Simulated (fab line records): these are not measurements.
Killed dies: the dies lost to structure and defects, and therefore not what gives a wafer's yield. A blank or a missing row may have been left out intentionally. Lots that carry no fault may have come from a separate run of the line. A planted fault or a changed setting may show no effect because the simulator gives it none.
What tool caused it? + flow nand_harc + 14 lots, 42 wafers sampled, at 4 steps of a route of 1302

== WHAT THE GAUGES SHOWED, per wafer ==
NHARC_A_ONON_D2_THK_MEAS_08: measures by ellipsometry. Usual: thk_nm at 999 nm, with a standard deviation of 13.
| lot  | measured     | on            | thk_nm (nm)    | flag |
|------|--------------|---------------|----------------|------|
| L523 | day 12 11:54 | film_metro-01 | 1000 1001 997  |      |
| L524 | day 13 03:44 | film_metro-01 | 1002 1000 1001 |      |
| L525 | day 13 13:58 | film_metro-01 | 1016 1017 1018 |      |
| L526 | day 13 13:49 | film_metro-02 | 984 985 984    |      |
| L527 | day 14 06:50 | film_metro-01 | 1003 1002 1001 |      |
| L528 | day 14 22:15 | film_metro-01 | 981 982 981    |      |
| L529 | day 15 03:52 | film_metro-02 | 993 991 992    |      |
| L530 | day 15 21:38 | film_metro-01 | 993 992 993    |      |
| L531 | day 16 01:38 | film_metro-01 | 993 994 996    |      |
| L532 | day 16 15:57 | film_metro-01 | 998 997 997    |      |
| L534 | day 17 09:42 | film_metro-01 | 1014 1013 1015 |      |
| L535 | day 17 09:41 | film_metro-02 | 970 973 970    |      |
| L540 | day 19 22:37 | film_metro-01 | 1001 960 1001  |      |
| L541 | day 19 22:58 | film_metro-02 | 1000 960 1001  |      |

== WHICH TOOL RAN EACH LOT (tool, then ch and the chambers of the sampled wafers, then the start) ==
| lot  | NHARC_A_DECK1_JOINT_ETCHBACK_07  | NHARC_A_DECK1_JOINT_CMP_02    | NHARC_A_ONON_D2_DEP_06           |
|------|----------------------------------|-------------------------------|----------------------------------|
| L523 | rie_si-02 ch 0,1,2, day 10 22:56 | cmp-02 ch 0,2,3, day 12 09:31 | pecvd_onon-02 ch 0, day 12 11:23 |
| L524 | rie_si-02 ch 0,1,3, day 11 05:43 | cmp-02 ch 0,2, day 13 01:20   | pecvd_onon-03 ch 0, day 13 03:20 |
| L525 | rie_si-02 ch 0,2,3, day 12 04:22 | cmp-04 ch 0,1,2, day 13 11:25 | pecvd_onon-02 ch 0, day 13 13:31 |
| L526 | rie_si-06 ch 0,1,3, day 12 04:23 | cmp-02 ch 0,1, day 13 11:25   | pecvd_onon-01 ch 0, day 13 13:22 |
| L527 | rie_si-02 ch 0,3, day 12 12:43   | cmp-02 ch 0,1,2, day 14 04:27 | pecvd_onon-02 ch 0, day 14 06:23 |
| L528 | rie_si-02 ch 0,2,3, day 13 10:04 | cmp-04 ch 0,2,3, day 14 19:50 | pecvd_onon-01 ch 0, day 14 21:44 |
| L529 | rie_si-02 ch 2,3, day 13 16:28   | cmp-03 ch 0,3, day 15 01:26   | pecvd_onon-01 ch 0, day 15 03:31 |
| L530 | rie_si-02 ch 0,2,3, day 14 05:55 | cmp-04 ch 1,3, day 15 19:11   | pecvd_onon-02 ch 0, day 15 21:07 |
| L531 | rie_si-03 ch 1,2, day 14 10:19   | cmp-03 ch 0,1,3, day 15 23:16 | pecvd_onon-02 ch 0, day 16 01:07 |
| L532 | rie_si-02 ch 0,1,3, day 14 23:13 | cmp-04 ch 0,1,2, day 16 13:28 | pecvd_onon-01 ch 0, day 16 15:26 |
| L534 | rie_si-03 ch 0,1, day 15 20:14   | cmp-02 ch 0,1, day 17 07:16   | pecvd_onon-01 ch 0, day 17 09:11 |
| L535 | rie_si-02 ch 1,2, day 15 20:14   | cmp-03 ch 2,3, day 17 07:17   | pecvd_onon-03 ch 0, day 17 09:10 |
| L540 | rie_si-03 ch 0,1,3, day 18 10:42 | cmp-02 ch 0,1,3, day 19 20:12 | pecvd_onon-02 ch 0, day 19 22:06 |
| L541 | rie_si-06 ch 1,3, day 18 14:47   | cmp-03 ch 0,2,3, day 19 20:16 | pecvd_onon-02 ch 0, day 19 22:31 |
- NHARC_A_DECK1_JOINT_ETCHBACK_07: etches the open film in HBr, target depth 105 nm, time 26.9 s.
- NHARC_A_DECK1_JOINT_CMP_02: polishes SiOx.
- NHARC_A_ONON_D2_DEP_06: target thk 1000 nm.

== AS READ BY THE TOOLS THEMSELVES (means over the sampled wafers that have a number; for cases with no such wafer, the mark the record gives instead) ==
NHARC_A_DECK1_JOINT_ETCHBACK_07. Usual: drypump_motor_current_A 6.0 A, standard deviation 0.44; oes_product_au 1.000 a.u., standard deviation 0.0066; throttle_valve_pct 23.265 %, standard deviation 0.0092.
| lot  | tool      | drypump_motor_current_A (A) | oes_product_au (a.u.) | throttle_valve_pct (%) | flag |
|------|-----------|-----------------------------|-----------------------|------------------------|------|
| L523 | rie_si-02 | 5.8                         | 1.004                 | 23.266                 |      |
| L524 | rie_si-02 | 5.6                         | 1.002                 | 23.255                 |      |
| L525 | rie_si-02 | 5.9                         | 1.009                 | 23.268                 |      |
| L526 | rie_si-06 | 6.1                         | 1.001                 | 23.263                 |      |
| L527 | rie_si-02 | 5.8                         | 0.997                 | 23.273                 |      |
| L528 | rie_si-02 | 5.9                         | 1.003                 | 23.263                 |      |
| L529 | rie_si-02 | 6.1                         | 1.002                 | 23.276                 |      |
| L530 | rie_si-02 | 5.9                         | 1.008                 | 23.267                 |      |
| L531 | rie_si-03 | 6.5                         | 1.001                 | 23.267                 |      |
| L532 | rie_si-02 | 5.6                         | 1.000                 | 23.263                 |      |
| L534 | rie_si-03 | 6.6                         | 0.997                 | 23.273                 |      |
| L535 | rie_si-02 | 5.9                         | 0.995                 | 23.272                 |      |
| L540 | rie_si-03 | 6.5                         | 0.997                 | 23.257                 |      |
| L541 | rie_si-06 | 6.1                         | 1.005                 | 23.261                 |      |

NHARC_A_DECK1_JOINT_CMP_02. Usual: motor_current_A 12.3 A, standard deviation 1.1; slurry_flow_ml_min 150.0, standard deviation 0.45.
| lot  | tool   | motor_current_A (A) | slurry_flow_ml_min | flag |
|------|--------|---------------------|--------------------|------|
| L523 | cmp-02 | 12.8                | 150.3              |      |
| L524 | cmp-02 | 13.1                | 149.9              |      |
| L525 | cmp-04 | 11.8                | 150.1              |      |
| L526 | cmp-02 | 13.7                | 150.2              |      |
| L527 | cmp-02 | 13.1                | 150.0              |      |
| L528 | cmp-04 | 11.9                | 150.2              |      |
| L529 | cmp-03 | 12.4                | 150.0              |      |
| L530 | cmp-04 | 11.2                | 150.1              |      |
| L531 | cmp-03 | 12.4                | 150.2              |      |
| L532 | cmp-04 | 11.1                | 150.5              |      |
| L534 | cmp-02 | 13.7                | 149.8              |      |
| L535 | cmp-03 | 12.1                | 150.0              |      |
| L540 | cmp-02 | 12.9                | 149.8              |      |
| L541 | cmp-03 | 11.9                | 150.3              |      |

NHARC_A_ONON_D2_DEP_06. Usual: susceptor_temp_C at 400.02 C, with a standard deviation of 0.21.
| lot  | tool          | susceptor_temp_C (C) | flag |
|------|---------------|----------------------|------|
| L523 | pecvd_onon-02 | 400.03               |      |
| L524 | pecvd_onon-03 | 399.95               |      |
| L525 | pecvd_onon-02 | 399.97               |      |
| L526 | pecvd_onon-01 | 400.42               |      |
| L527 | pecvd_onon-02 | 400.17               |      |
| L528 | pecvd_onon-01 | 399.95               |      |
| L529 | pecvd_onon-01 | 400.09               |      |
| L530 | pecvd_onon-02 | 400.04               |      |
| L531 | pecvd_onon-02 | 399.89               |      |
| L532 | pecvd_onon-01 | 399.83               |      |
| L534 | pecvd_onon-01 | 400.14               |      |
| L535 | pecvd_onon-03 | 400.31               |      |
| L540 | pecvd_onon-02 | 400.02               |      |
| L541 | pecvd_onon-02 | 400.16               |      |

== THE ANSWER, worked out from the rows above alone ==
Rule: take the mean of a lot's wafers that have a number; if it is more than 3 standard deviations from the usual mean, the lot is off. Also off: a lot with no number at a reading for which 4 or more lots have one. Any other lot the step has rows for is counted as sound. The gauges are gone through in route order, then the tools' own readings, and for those a lot's mean is taken as printed above. The first step at which some lot is off is used, and at that step the reading that is off furthest; a lot without a number counts as furthest.
No lot is off at any reading shown: from this, nothing can be told.

== WHAT WAS PUT IN BY THE SIMULATOR ==
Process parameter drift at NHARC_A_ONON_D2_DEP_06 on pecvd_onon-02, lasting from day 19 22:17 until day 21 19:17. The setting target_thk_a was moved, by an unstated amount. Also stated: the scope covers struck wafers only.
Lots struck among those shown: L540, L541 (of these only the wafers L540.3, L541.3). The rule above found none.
